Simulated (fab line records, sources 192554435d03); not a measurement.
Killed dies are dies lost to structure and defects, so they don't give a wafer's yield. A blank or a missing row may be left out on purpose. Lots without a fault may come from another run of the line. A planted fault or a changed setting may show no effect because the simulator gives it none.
Which tool did it? | flow n5_finfet | 9 lots, 25 wafers sampled, at 5 steps of a route of 1938

WHAT THE GAUGES READ, wafer by wafer
N5_BEOL_M4_RC_MEAS_101.
lot  | measured     | on        | DIBL_N (mV/V)  | DIBL_P (mV/V)  | IOFF_N (nA/um) | IOFF_N_85C (nA/um) | IOFF_N_LIN (nA/um) | IOFF_N_LONG (nA/um)        | IOFF_P (nA/um) | IOFF_P_85C (nA/um) | IOFF_P_LIN (nA/um) | ION_N (uA/um) | ION_P (uA/um) | REXT_N (ohm.um) | REXT_P (ohm.um)   | SS_N (mV/dec)  | SS_P (mV/dec)  | VT_N (mV)   | VT_N_LVT (mV) | VT_P (mV)      | VT_P_LVT (mV)
L203 | day 10 02:59 | prober-01 | 36.7 36.5 37.5 | 36.5 36.4 37.5 | 0.17 0.16 0.18 | 3.2 3.2 3.4        | 0.078 0.072 0.080  | 5.42e-05 5.48e-05 5.53e-05 | 0.22 0.20 0.22 | 3.8 3.4 3.8        | 0.103 0.094 0.102  | 675 664 682   | 470 455 469   | 74.8 75.1 75.0  | 98.2 99.9 97.6    | 71.0 71.4 72.1 | 73.9 72.9 74.1 | 248 251 248 | 97 100 97     | -249 -251 -248 | -99 -101 -99
L205 | day 10 15:55 | prober-01 | 48.5 35.7 48.4 | 47.7 36.0 45.8 | 0.56 0.15 0.49 | 9.1 3.0 8.1        | 0.206 0.071 0.174  | 6.13e-05 5.44e-05 6.22e-05 | 0.79 0.21 0.64 | 10.5 3.6 9.1       | 0.286 0.099 0.247  | 758 668 741   | 523 457 508   | 63.5 76.1 63.2  | 83.8 100.8 84.4   | 73.9 71.8 74.5 | 75.5 72.9 75.5 | 229 251 233 | 80 101 82     | -228 -248 -227 | -76 -99 -79
L207 | day 11 15:10 | prober-01 | 38.2 51.9      | 39.1 49.3      | 0.18 0.70      | 3.6 11.0           | 0.084 0.228        | 5.43e-05 6.46e-05          | 0.32 1.09      | 5.1 14.3           | 0.141 0.391        | 683 768       | 477 543       | 76.2 62.8       | 103.2 85.8        | 71.7 75.3      | 73.5 75.8      | 249 227     | 100 79        | -244 -217      | -92 -70
L208 | day 11 17:10 | prober-02 | 51.8 50.7      | 50.1 48.9      | 0.79 0.66      | 12.1 10.3          | 0.263 0.222        | 6.44e-05 6.36e-05          | 0.81 0.72      | 11.5 10.3          | 0.302 0.273        | 778 753       | 528 513       | 61.3 61.7       | 85.5 85.0         | 74.4 74.0      | 76.1 75.1      | 226 229     | 72 75         | -227 -228      | -74 -75
L213 | day 13 12:34 | prober-02 | 35.9 38.0 36.0 | 34.6 38.2 35.5 | 0.14 0.19 0.15 | 2.8 3.5 2.9        | 0.066 0.084 0.070  | 5.38e-05 5.39e-05 5.37e-05 | 0.19 0.24 0.20 | 3.3 4.1 3.5        | 0.094 0.112 0.098  | 661 675 661   | 454 463 457   | 75.8 76.3 75.9  | 104.8 103.7 103.8 | 72.3 71.3 71.9 | 73.2 73.5 73.4 | 251 246 251 | 103 96 100    | -250 -249 -250 | -100 -97 -100
L218 | day 14 05:22 | prober-02 | 34.3 34.8 33.7 | 32.5 33.8 31.3 | 0.10 0.12 0.09 | 2.1 2.4 1.9        | 0.048 0.058 0.046  | 5.09e-05 5.21e-05 5.14e-05 | 0.13 0.14 0.12 | 2.3 2.6 2.2        | 0.067 0.073 0.064  | 642 676 651   | 435 460 442   | 77.3 76.7 76.5  | 97.8 97.7 98.1    | 70.7 71.0 70.2 | 72.8 73.8 71.9 | 257 253 258 | 103 98 103    | -258 -256 -259 | -106 -102 -106
L219 | day 14 09:46 | prober-01 | 34.4 35.5 38.4 | 34.3 36.6 40.4 | 0.15 0.17 0.24 | 3.0 3.3 4.4        | 0.071 0.080 0.103  | 5.99e-05 6e-05 5.83e-05    | 0.21 0.25 0.32 | 3.6 4.2 5.2        | 0.102 0.115 0.137  | 678 699 690   | 465 479 468   | 75.0 75.9 75.9  | 101.5 100.8 101.3 | 71.0 72.3 72.9 | 72.0 73.0 74.0 | 246 247 243 | 97 97 92      | -247 -246 -243 | -96 -95 -92
L220 | day 15 14:51 | prober-02 | 35.6 34.9 36.8 | 35.1 34.2 35.7 | 0.12 0.12 0.14 | 2.5 2.4 2.7        | 0.058 0.059 0.063  | 5.1e-05 5.19e-05 5.29e-05  | 0.18 0.17 0.19 | 3.3 3.0 3.3        | 0.090 0.084 0.091  | 648 672 667   | 450 464 461   | 76.4 75.7 76.1  | 96.9 97.4 96.4    | 71.4 70.7 70.9 | 73.4 73.2 72.4 | 255 254 252 | 105 102 102   | -253 -251 -253 | -102 -103 -102
L221 | day 15 18:29 | prober-02 | 35.4 34.7 40.7 | 36.1 35.6 41.8 | 0.13 0.13 0.24 | 2.6 2.6 4.4        | 0.061 0.062 0.104  | 5.31e-05 5.3e-05 5.42e-05  | 0.16 0.16 0.26 | 3.0 3.0 4.3        | 0.082 0.083 0.112  | 665 662 697   | 456 456 463   | 73.6 74.1 73.1  | 99.2 99.6 100.0   | 71.8 71.1 73.0 | 72.6 73.2 74.2 | 254 252 245 | 103 100 92    | -253 -256 -247 | -103 -101 -97

WHICH TOOL RAN EACH LOT (tool, then ch and the chambers of the sampled wafers, then the start)
lot  | N5_DUMMY_GATE_TRIM_49           | N5_DUMMY_GATE_STRIP_41            | N5_SPACER0_ALD_00                | N5_SD_EPI_N_ETCH_35
L203 | rie_si-04 ch 1,2,3, day 3 23:58 | rie_diel-05 ch 0,1,3, day 4 00:13 | ald_sin-04 ch 0,2, day 4 01:06   | rie_diel-03 ch 1,2,3, day 4 02:19
L205 | rie_si-03 ch 1,2,3, day 4 11:29 | rie_diel-05 ch 0,3, day 4 11:43   | ald_sin-04 ch 1,2,3, day 4 12:38 | rie_diel-06 ch 0,3, day 4 13:38
L207 | rie_si-04 ch 0,2, day 5 01:39   | rie_diel-01 ch 0,1, day 5 01:53   | ald_sin-04 ch 0,2, day 5 03:24   | rie_diel-03 ch 1,2, day 5 04:50
L208 | rie_si-03 ch 1,2, day 5 11:23   | rie_diel-04 ch 0,3, day 5 11:37   | ald_sin-04 ch 3, day 5 12:39     | rie_diel-03 ch 1, day 5 13:31
L213 | rie_si-05 ch 1,2,3, day 6 12:20 | rie_diel-04 ch 1,2,3, day 6 12:36 | ald_sin-01 ch 0,1, day 6 13:35   | rie_diel-02 ch 1,2, day 6 14:43
L218 | rie_si-05 ch 0,1,2, day 7 16:09 | rie_diel-05 ch 2,3, day 7 16:29   | ald_sin-04 ch 0,2,3, day 7 17:26 | rie_diel-02 ch 1,2, day 7 18:25
L219 | rie_si-05 ch 0,1,2, day 8 01:13 | rie_diel-04 ch 1,3, day 8 01:46   | ald_sin-01 ch 1,2,3, day 8 02:55 | rie_diel-06 ch 0,1,2, day 8 04:41
L220 | rie_si-05 ch 0,1,2, day 8 04:25 | rie_diel-04 ch 0,1,2, day 8 04:40 | ald_sin-04 ch 1,2,3, day 8 05:32 | rie_diel-02 ch 0,1,2, day 8 06:34
L221 | rie_si-04 ch 0,1,3, day 8 09:57 | rie_diel-05 ch 0,1,3, day 8 10:11 | ald_sin-04 ch 1,2,3, day 8 11:04 | rie_diel-06 ch 0,2,3, day 8 12:04
- N5_DUMMY_GATE_TRIM_49: chemistry O2, time 29 s, target cd 14 nm.
- N5_DUMMY_GATE_STRIP_41: strips in O2.
- N5_SPACER0_ALD_00: deposits SiOCN, target thk 3.5 nm, pulse time 3 s, purge time 2 s.
- N5_SD_EPI_N_ETCH_35: etches SOC in N2/H2, overetch 108 nm, time 486 s.

WHAT THE TOOLS THEMSELVES READ (means of the sampled wafers that have a number; where no wafer has one, the mark that the record gives instead)
N5_DUMMY_GATE_TRIM_49.
lot  | tool      | drypump_motor_current_A (A) | oes_product_au (a.u.) | throttle_valve_pct (%)
L203 | rie_si-04 | 5.6                         | 1.004                 | 8.24
L205 | rie_si-03 | 5.6                         | 1.015                 | 8.15
L207 | rie_si-04 | 5.6                         | 0.988                 | 8.22
L208 | rie_si-03 | 5.5                         | 1.009                 | 8.12
L213 | rie_si-05 | 5.8                         | 0.987                 | 7.98
L218 | rie_si-05 | 5.9                         | 0.999                 | 8.04
L219 | rie_si-05 | 5.9                         | 0.988                 | 8.03
L220 | rie_si-05 | 5.9                         | 1.001                 | 8.03
L221 | rie_si-04 | 5.8                         | 1.014                 | 8.23

N5_DUMMY_GATE_STRIP_41.
lot  | tool        | drypump_motor_current_A (A) | o2_flow_sccm (sccm) | oes_product_au (a.u.) | rf_vpp_V (V) | showerhead_plenum_p_Torr (Torr) | throttle_valve_pct (%)
L203 | rie_diel-05 | 5.2                         | 225.0               | 0.88                  | 3.7          | 2.16                            | 16.68
L205 | rie_diel-05 | 4.8                         | 225.6               | 0.80                  | 3.4          | 2.14                            | 16.71
L207 | rie_diel-01 | 6.2                         | 224.7               | 0.72                  | 3.2          | 2.17                            | 16.88
L208 | rie_diel-04 | 5.8                         | 225.3               | 0.73                  | 3.9          | 2.08                            | 16.94
L213 | rie_diel-04 | 5.7                         | 224.6               | 0.79                  | 3.3          | 2.05                            | 16.72
L218 | rie_diel-05 | 5.2                         | 225.1               | 0.85                  | 3.5          | 2.03                            | 16.54
L219 | rie_diel-04 | 5.8                         | 225.4               | 0.81                  | 3.7          | 2.06                            | 16.84
L220 | rie_diel-04 | 5.7                         | 225.8               | 0.78                  | 3.6          | 2.04                            | 16.68
L221 | rie_diel-05 | 5.2                         | 225.6               | 0.82                  | 3.9          | 2.15                            | 16.75

N5_SPACER0_ALD_00.
lot  | tool       | heater_power_outer_w (W) | heater_power_w (W) | precursor_pulse_height_rel
L203 | ald_sin-04 | 536                      | 858                | 0.993
L205 | ald_sin-04 | 558                      | 869                | 0.993
L207 | ald_sin-04 | 524                      | 858                | 1.018
L208 | ald_sin-04 | 468                      | 732                | 1.027
L213 | ald_sin-01 | 571                      | 916                | 1.008
L218 | ald_sin-04 | 501                      | 819                | 0.993
L219 | ald_sin-01 | 549                      | 864                | 1.003
L220 | ald_sin-04 | 552                      | 861                | 0.998
L221 | ald_sin-04 | 556                      | 866                | 0.987

N5_SD_EPI_N_ETCH_35.
lot  | tool        | drypump_motor_current_A (A) | oes_product_au (a.u.) | rf_vpp_V (V) | showerhead_plenum_p_Torr (Torr) | throttle_valve_pct (%)
L203 | rie_diel-03 | 5.9                         | 0.68                  | 240.3        | 2.50                            | 23.9
L205 | rie_diel-06 | 6.5                         | 0.66                  | 241.1        | 2.63                            | 23.9
L207 | rie_diel-03 | 5.8                         | 0.70                  | 241.2        | 2.54                            | 24.1
L208 | rie_diel-03 | 6.0                         | 0.71                  | 241.8        | 2.66                            | 24.5
L213 | rie_diel-02 | 5.4                         | 0.65                  | 240.3        | 2.52                            | 24.0
L218 | rie_diel-02 | 5.3                         | 0.62                  | 240.8        | 2.50                            | 23.9
L219 | rie_diel-06 | 5.8                         | 0.64                  | 241.5        | 2.62                            | 23.9
L220 | rie_diel-02 | 5.6                         | 0.70                  | 241.1        | 2.57                            | 23.7
L221 | rie_diel-06 | 6.3                         | 0.64                  | 241.6        | 2.62                            | 24.0

THE ANSWER, worked out from the rows above alone
Rule: what is usual is taken from the lots themselves. Put in order of their means at a reading, lots are off if they are a third of the lots or fewer, leave a main group of 4 or more, and stand apart from it by a gap of 3 or more times the standard deviation of the main group's means; of several such gaps the widest counts. A main group whose means are all the same, to the digits that the tables above print for the reading, isn't used. A lot without any number at a reading at which 4 lots or more have one is off too. The other lots that the step has rows for count as sound. The gauges are gone through in route order, then the tools' own readings, and for those a lot's mean is taken as printed above. The first step at which some lot is off is used, and at that step the reading that is off furthest; a lot without a number counts as furthest.
Off: L205, L207, L208, at N5_BEOL_M4_RC_MEAS_101 (DIBL_N). The main group: mean 36.1 mV/V, standard deviation 0.92.
A tool fits if, at a process step before that reading, it ran every lot that is off, and no sound lot after the first of them. The gauges at N5_BEOL_M4_RC_MEAS_101 are tried like those tools. None of those tried fits.

WHAT THE SIMULATOR HAD PUT IN
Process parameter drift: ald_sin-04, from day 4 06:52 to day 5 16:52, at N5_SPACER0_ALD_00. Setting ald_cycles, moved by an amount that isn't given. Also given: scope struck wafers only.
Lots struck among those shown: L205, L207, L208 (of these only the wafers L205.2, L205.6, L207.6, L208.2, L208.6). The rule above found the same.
